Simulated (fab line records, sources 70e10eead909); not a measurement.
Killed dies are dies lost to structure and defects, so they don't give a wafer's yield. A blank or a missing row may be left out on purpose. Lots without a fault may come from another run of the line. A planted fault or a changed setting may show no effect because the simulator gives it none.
fab line records | flow nand_harc
record lots=12 wafers=36 last_day=33
route steps=1302 shown P_GATE@144 P_CONTACT@218 END@1302
lots that met no fault: from a run of the same line without faults
start_h: hours from the record's first day to the start of the lot's first wafer shown | wait_h: hours since the lot's step before | " the same as in the row above | L1.1+2: a row that stands for several wafers | - no value, or no start given | * or withheld: withheld | < > ~ a bound
route shown NAME@n: a module of which the file shows steps, and the number in the route of the first | usual: mean/standard deviation of fault-free wafers | same: alike in all rows | chamber/n: place in a boat | sites: the reading at each site | _std_site: their standard deviation | _edge_site: outer sites' mean less inner sites' | radius_mm: how far each site lies from the wafer's centre | mask NAME#n: copy n | behind: the tool/chamber that last shaped the wafer | hold: why the lot was held/for how many hours/how that ended | device: the transistor (n, p or np) that didn't switch | end of line: the same wafers' tests at the end of the route | a step without rows: its recipe alone | killed: dies lost to structure and defects at the first sort, not the wafer's yield | map: a wafer's dies, x killed, . not, _ none there
set.NAME: the setting as run; set.NAME@STEP: as run at that earlier step | model.NAME: the simulator's own value behind a step, which no gauge read
steps of the route over a sample of lots; a table a step, a row a wafer
services: from which hour (start_h, from the record's first day; less than 0 if before it) a tool's chamber was out of use, for how many hours, and why
## steps
# step NHARC_P_GATE_DESCUM_31
# recipe time_s=3 o2_flow_sccm=200 ar_flow_sccm=0 bias_power_w=0 chemistry=O2
# usual drypump_motor_current_A=5.5/0.32 oes_product_au=1.002/0.0068 rf_vpp_V=57.8/0.8 showerhead_plenum_p_Torr=1.92/0.076 throttle_valve_pct=11.312/0.0089
# columns lot.wafer tool chamber start_h wait_h drypump_motor_current_A oes_product_au rf_hours_counter_h rf_vpp_V showerhead_plenum_p_Torr throttle_valve_pct
L496.4 rie_diel-06 0 105.89 0.1 5.3 1.005 11 57.4 1.96 11.307
L496.6 " 2 " " 5.6 1.004 - 59.4 1.89 11.289
L496.5 " 3 " " 5.6 1.001 - 58.1 2.01 11.319
L497.2 rie_diel-07 3 115.13 0.1 5.8 1.008 9 56.8 1.93 11.330
L497.3 " 1 " " 5.7 1.017 8 57.6 1.99 11.309
L497.6 " 0 " " 5.9 1.007 - 57.7 1.99 11.314
L498.4 rie_diel-09 3 129.10 0.1 5.8 0.995 7 57.2 1.81 11.304
L498.2 " 1 " " 4.8 0.995 7 58.4 1.96 11.307
L498.5 " 2 " " 5.3 1.008 - 57.4 1.91 11.321
L499.1 rie_diel-06 3 140.73 0.1 5.6 0.999 0 58.1 2.01 11.318
L499.3 " 1 " " 5.0 0.995 0 57.8 1.82 11.307
L499.6 " 2 " " 5.6 0.988 - 58.6 1.89 11.310
L501.1 rie_diel-07 0 158.60 0.1 5.9 0.998 3 56.8 1.99 11.326
L501.2 " 1 " " 5.7 1.008 3 59.8 1.99 11.314
L501.4 " 2 " " 5.2 1.015 2 57.1 1.79 11.330
L502.2 rie_diel-09 1 174.33 0.1 4.8 1.014 0 58.8 1.96 11.320
L502.4 " 2 " " 5.3 0.996 0 57.3 1.91 11.317
L502.3 " 0 " " 5.5 1.001 0 58.9 2.01 11.317
L503.3 rie_diel-07 0 182.03 0.1 5.9 0.991 3 59.0 1.99 11.311
L503.1 " 1 " " 5.7 1.003 3 58.7 1.99 11.313
L503.5 " 1 " " 5.7 0.995 - 58.1 1.99 11.306
L506.4 rie_diel-06 3 209.72 0.1 5.5 1.007 4 56.4 2.01 11.308
L506.2 " 0 " " 5.2 1.002 4 59.1 1.96 11.322
L506.5 " 2 " " 5.6 1.003 - 57.2 1.89 11.312
L507.3 rie_diel-06 1 223.54 0.1 5.0 0.996 4 57.4 1.82 11.318
L507.5 " 2 " " 5.6 0.995 - 56.6 1.89 11.317
L507.6 " 3 " " 5.6 0.997 - 57.4 2.01 11.314
L511.2 rie_diel-09 1 251.59 0.1 4.8 0.999 4 56.9 1.96 11.303
L511.1 " 2 " " 5.3 1.011 4 57.6 1.90 11.288
L511.5 " 0 " " 5.6 1.006 - 58.1 2.00 11.308
L512.2 rie_diel-09 2 263.31 0.1 5.3 1.008 5 57.9 1.91 11.320
L512.4 " 3 " " 5.8 0.993 4 57.6 1.80 11.324
L512.5 " 2 " " 5.3 1.009 - 57.5 1.91 11.318
L518.3 rie_diel-07 0 326.06 0.1 5.9 0.998 2 58.7 1.98 11.304
L518.1 " 1 " " 5.7 1.009 2 57.7 1.99 11.316
L518.4 " 3 " " 5.8 0.999 1 57.7 1.93 11.314
# step NHARC_P_GATE_ETCH_104
# recipe target_depth_a=600 time_s=withheld cf4_flow_sccm=100 chf3_flow_sccm=30 ar_flow_sccm=0 rf_w=500 bias_w=200 chemistry=CF4/CHF3
# usual drypump_motor_current_A=5.5/0.32 oes_product_au=0.952/0.022 rf_vpp_V=370.8/2.2 showerhead_plenum_p_Torr=1.58/0.061 throttle_valve_pct=16.804/0.0097
# columns lot.wafer tool chamber start_h wait_h drypump_motor_current_A oes_product_au rf_vpp_V showerhead_plenum_p_Torr throttle_valve_pct
L496.4 rie_diel-06 3 105.96 0.1 5.5 0.946 374.0 1.65 16.788
L496.6 " 2 " " 5.6 0.961 369.2 1.55 16.801
L496.5 " 3 " " 5.6 0.947 373.5 1.65 16.823
L497.2 rie_diel-07 1 115.21 0.1 5.7 0.985 374.1 1.64 16.811
L497.3 " 2 " " 5.1 0.975 366.4 1.48 16.805
L497.6 " 1 " " 5.7 0.989 372.7 1.64 16.800
L498.4 rie_diel-09 0 129.18 0.1 5.6 0.952 372.8 1.64 16.798
L498.2 " 1 " " 4.8 0.963 373.0 1.61 16.803
L498.5 " 0 " " 5.6 0.959 373.4 1.65 16.809
L499.3 rie_diel-06 1 140.80 0.1 5.0 0.979 368.9 1.50 16.798
L499.1 " 0 " " 5.2 0.968 371.2 1.61 16.785
L499.6 " 1 " " 5.0 0.977 368.0 1.50 16.810
L501.4 rie_diel-07 0 158.69 0.1 5.9 0.920 372.5 1.63 16.805
L501.2 " 1 " " 5.7 0.937 373.2 1.64 16.806
L501.1 " 2 " " 5.1 0.929 368.3 1.48 16.792
L502.3 rie_diel-09 0 174.42 0.1 5.6 0.921 373.9 1.64 16.806
L502.2 " 1 " " 4.8 0.923 370.6 1.61 16.811
L502.4 " 2 " " 5.3 0.917 370.2 1.57 16.799
L503.1 rie_diel-07 0 182.12 0.1 5.9 0.959 373.8 1.63 16.837
L503.3 " 2 " " 5.1 0.978 365.4 1.48 16.792
L503.5 " 0 " " 5.9 0.960 372.4 1.63 16.800
L506.2 rie_diel-06 2 209.79 0.1 5.6 0.968 369.7 1.55 16.806
L506.4 " 1 " " 5.0 0.973 369.3 1.50 16.808
L506.5 " 2 " " 5.6 0.956 370.8 1.55 16.801
L507.3 rie_diel-06 0 223.60 0.1 5.2 0.967 371.3 1.61 16.801
L507.6 " 2 " " 5.6 0.952 369.9 1.55 16.789
L507.5 " 3 " " 5.5 0.956 373.3 1.65 16.811
L511.1 rie_diel-09 1 251.66 0.1 4.8 0.934 372.6 1.61 16.799
L511.2 " 2 " " 5.3 0.925 370.7 1.57 16.803
L511.5 " 1 " " 4.8 0.929 372.6 1.61 16.809
L512.4 rie_diel-09 3 263.38 0.1 5.8 0.916 367.3 1.49 16.800
L512.2 " 1 " " 4.8 0.923 370.5 1.61 16.795
L512.5 " 3 " " 5.8 0.919 367.2 1.49 16.800
L518.1 rie_diel-07 0 326.14 0.1 5.9 0.974 371.2 1.63 16.808
L518.3 " 1 " " 5.7 0.978 371.5 1.63 16.801
L518.4 " 2 " " 5.1 0.982 368.3 1.47 16.792
# step NHARC_P_GATE_EXPOSE_88
# recipe na=0.6 target_cd_nm=2000 dose_mj=11.87 mask_id=P_HVN
# same na=0.6
# columns lot.wafer tool chamber start_h wait_h mask
L496.4+5+6 krf_scanner-01 0 123.14 - P_HVN#0
L497.2+3+6 krf_scanner-02 0 130.22 - P_HVN#0
L498.2+4+5 krf_scanner-03 0 144.19 - P_HVN#0
L499.1+3+6 krf_scanner-03 0 156.26 - P_HVN#0
L501.1+2+4 krf_scanner-01 0 176.35 - P_HVN#0
L502.2+3+4 krf_scanner-02 0 189.41 - P_HVN#0
L503.1+3+5 krf_scanner-03 0 197.06 - P_HVN#0
L506.2+4+5 krf_scanner-03 0 224.92 - P_HVN#0
L507.3+5+6 krf_scanner-02 0 238.61 - P_HVN#0
L511.1+2+5 krf_scanner-01 0 266.65 - P_HVN_R1#0
L512.2+4+5 krf_scanner-01 0 278.38 - P_HVN#0
L518.1+3+4 krf_scanner-03 0 341.37 - P_HVN#0
# step NHARC_P_GATE_CD_MEAS_91
# recipe target_cd_nm=2000 landing_energy_ev=500
# usual cd_nm=1999.8/1.1
# columns lot.wafer tool chamber start_h wait_h hold cd_nm
L496.4 cd_sem-01 0 123.29 - - 1999.3
L496.5 " 0 " " - 1999.6
L496.6 " 0 " " - 1997.4
L497.2 cd_sem-01 0 130.37 - - 1999.0
L497.3 " 0 " " - 2000.7
L497.6 " 0 " " - 2000.0
L498.2 cd_sem-02 0 144.35 - - 1999.2
L498.4 " 0 " " - 1998.2
L498.5 " 0 " " - 1999.5
L499.1 cd_sem-03 0 156.41 - - 1999.4
L499.3 " 0 " " - 2000.1
L499.6 " 0 " " - 1999.2
L501.1 cd_sem-01 0 176.51 - - 1998.5
L501.2 " 0 " " - 1998.8
L501.4 " 0 " " - 1999.6
L502.2 cd_sem-01 0 189.56 - - 2001.6
L502.3 " 0 " " - 1998.7
L502.4 " 0 " " - 1999.8
L503.1 cd_sem-02 0 197.21 - - 2001.0
L503.3 " 0 " " - 1998.9
L503.5 " 0 " " - 1999.6
L506.2 cd_sem-03 0 225.08 - - 1997.4
L506.4 " 0 " " - 1998.0
L506.5 " 0 " " - 1998.5
L507.3 cd_sem-02 0 238.76 - - 1999.5
L507.5 " 0 " " - 1999.3
L507.6 " 0 " " - 1999.0
L511.1 cd_sem-03 0 266.81 - await_dispo/0.2h/release 1977.6
L511.2 " 0 " " await_dispo/0.2h/release 1976.0
L511.5 " 0 " " await_dispo/0.2h/release 1979.0
L511.1 cd_sem-03 0 - - - 1977.6
L511.2 " 0 " " - 1975.7
L511.5 " 0 " " - 1979.0
L512.2 cd_sem-02 0 278.53 - - 2001.5
L512.4 " 0 " " - 2001.7
L512.5 " 0 " " - 2000.4
L518.1 cd_sem-03 0 341.53 - - 1999.0
L518.3 " 0 " " - 1999.7
L518.4 " 0 " " - 1999.5
# step NHARC_P_CONTACT_DEP_00
# recipe target_thk_a=5000 temp_c=400 pressure_torr=6.5 rf_w=900 teos_flow_sccm=161.4 flow_sccm=2650 target_thk_nm=500 gas=O2 material=SiO2
# usual heater_power_w=555/92 throttle_valve_pct=15.8/0.43
# columns lot.wafer tool chamber start_h wait_h heater_power_w throttle_valve_pct
L496.4 pecvd-04 2 - - 566 15.9
L496.5 " 0 " " 481 15.8
L496.6 " 1 " " 358 15.7
L497.3 pecvd-03 2 - - 540 16.1
L497.2 " 0 " " 515 15.6
L497.6 " 2 " " 558 16.3
L498.2 pecvd-04 2 - - 576 15.8
L498.4 " 2 " " 591 15.4
L498.5 " 0 " " 530 16.2
L499.3 pecvd-04 0 - - 512 16.0
L499.1 " 1 " " 426 15.9
L499.6 " 0 " " 539 16.0
L501.2 pecvd-01 2 - - 648 14.9
L501.1 " 0 " " 642 16.4
L501.4 " 1 " " 507 15.7
L502.3 pecvd-04 2 - - 609 15.8
L502.2 " 1 " " 483 16.0
L502.4 " 2 " " 628 15.9
L503.3 pecvd-04 2 - - 589 16.1
L503.1 " 0 " " 541 16.0
L503.5 " 0 " " 584 16.0
L506.2 pecvd-04 2 - - 604 15.9
L506.5 " 2 " " 625 16.0
L506.4 " 0 " " 597 16.2
L507.3 pecvd-01 0 - - 652 16.5
L507.6 " 2 " " 766 14.7
L507.5 " 1 " " 506 15.8
L512.2 pecvd-01 0 - - 558 16.8
L512.5 " 0 " " 580 16.7
L512.4 " 1 " " 514 15.9
L511.1 pecvd-03 1 - - 396 15.8
L511.2 " 2 " " 487 16.1
L511.5 " 2 " " 508 15.9
L518.1 pecvd-01 0 - - 586 16.6
L518.3 " 1 " " 525 16.0
L518.4 " 0 " " 625 16.2
# step NHARC_END_SORT_01
# recipe temp_c=25
# usual killed_at_array=55/17 killed_at_other=1.1/1.4 killed_at_periphery=3.9/3 killed_dies=59/17 killed_open=3.5/2 killed_short=2.6/1.6
# same gross_dies=677
# columns lot.wafer tool chamber start_h wait_h killed_at_array killed_at_other killed_at_periphery killed_dies killed_open killed_short
L511.1 prober-02 0 719.23 2.5 59 0 2 61 5 5
L511.2 prober-02 0 720.03 2.8 70 1 4 75 10 4
L511.5 prober-02 0 722.41 3.7 60 0 5 65 5 6
# killed by level:class
L511.1 A_SLIT:chamber_film_flake=30 A_CHANNEL_HOLE_D1:chamber_film_flake=15 P_CONTACT:geometric_particle:short=2 A_STAIRCASE:chamber_film_flake=2 A_ONON_D1:geometric_particle:short=1 A_ONON_D1:geometric_particle:open=1 A_CHANNEL_HOLE_D2:geometric_particle:short=1 A_SGD_CUT:geometric_particle:open=1
L511.2 A_SLIT:chamber_film_flake=28 A_CHANNEL_HOLE_D1:chamber_film_flake=27 A_CONTACT:chamber_film_flake=4 P_M0:geometric_particle:open=2 A_CHANNEL_FILL_D1:geometric_particle:short=2 A_CHANNEL_FILL_D2:geometric_particle:open=2 P_M2:geometric_particle:open=1 A_SOURCE_PLATE:geometric_particle:open=1
L511.5 A_SLIT:chamber_film_flake=29 A_CHANNEL_HOLE_D1:chamber_film_flake=15 A_CONTACT:chamber_film_flake=3 P_CONTACT:geometric_particle:short=2 P_CONTACT:geometric_particle:open=2 A_CHANNEL_HOLE_D2:chamber_film_flake=2 A_STAIRCASE:chamber_film_flake=2 A_ONON_D1:geometric_particle:open=1
## services
# columns tool chamber start_h hours kind
pecvd-04 - 88.17 13.0 pm
rie_diel-07 2 104.51 5.0 repair
pecvd-04 2 107.49 11.0 repair
rie_diel-07 - 117.20 9.0 pm
rie_diel-06 0 119.30 3.1 repair
rie_diel-06 - 130.20 9.0 pm
rie_diel-09 - 143.10 9.0 pm
rie_diel-09 0 163.07 6.6 repair
rie_diel-07 1 172.11 5.1 repair
rie_diel-07 3 200.40 4.0 repair
pecvd-04 0 204.08 6.5 repair
krf_scanner-03 - 225.10 4.0 pm
rie_diel-09 1 240.36 4.9 repair
rie_diel-09 2 243.48 5.8 repair
pecvd-04 - 269.17 13.0 pm
krf_scanner-03 - 278.13 0.9 repair
rie_diel-07 - 294.20 9.0 pm
rie_diel-06 1 304.02 5.5 repair
pecvd-04 - 304.90 5.4 repair
rie_diel-06 - 307.20 9.0 pm
rie_diel-09 1 318.38 2.7 repair
rie_diel-09 - 320.10 9.0 pm
rie_diel-09 2 331.54 8.0 repair
pecvd-04 - 337.80 1.7 repair
## key
first_sign step=NHARC_P_GATE_EXPOSE_88 reading=mask direction=changed
effect step=NHARC_P_GATE_CD_MEAS_91 reading=visit direction=added
effect step=NHARC_P_GATE_CD_MEAS_91 reading=cd_nm direction=down sigmas=20 usual=1999.8 struck=1977.5
met_at NHARC_P_GATE_EXPOSE_88
struck_lots L511
tester_left_out L511
not_acting_at NHARC_P_GATE_DESCUM_31,NHARC_P_GATE_ETCH_104,NHARC_P_CONTACT_DEP_00
onset_between 176.35 266.65
fault kind=wrong_mask tool=any chamber=- onset_h=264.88 steps=NHARC_P_GATE_EXPOSE_88 aux_copy=P_HVN_R1#0 cd_offset_nm=-21.724 scope=struck_lots_only
# tester_left_out: of these lots the tester's yield and bins aren't shown, on N5 and GAA mostly nor the transistor test; their killed dies are dies lost to structure and defects alone, not to doping, threshold or leakage, so they don't give the yield
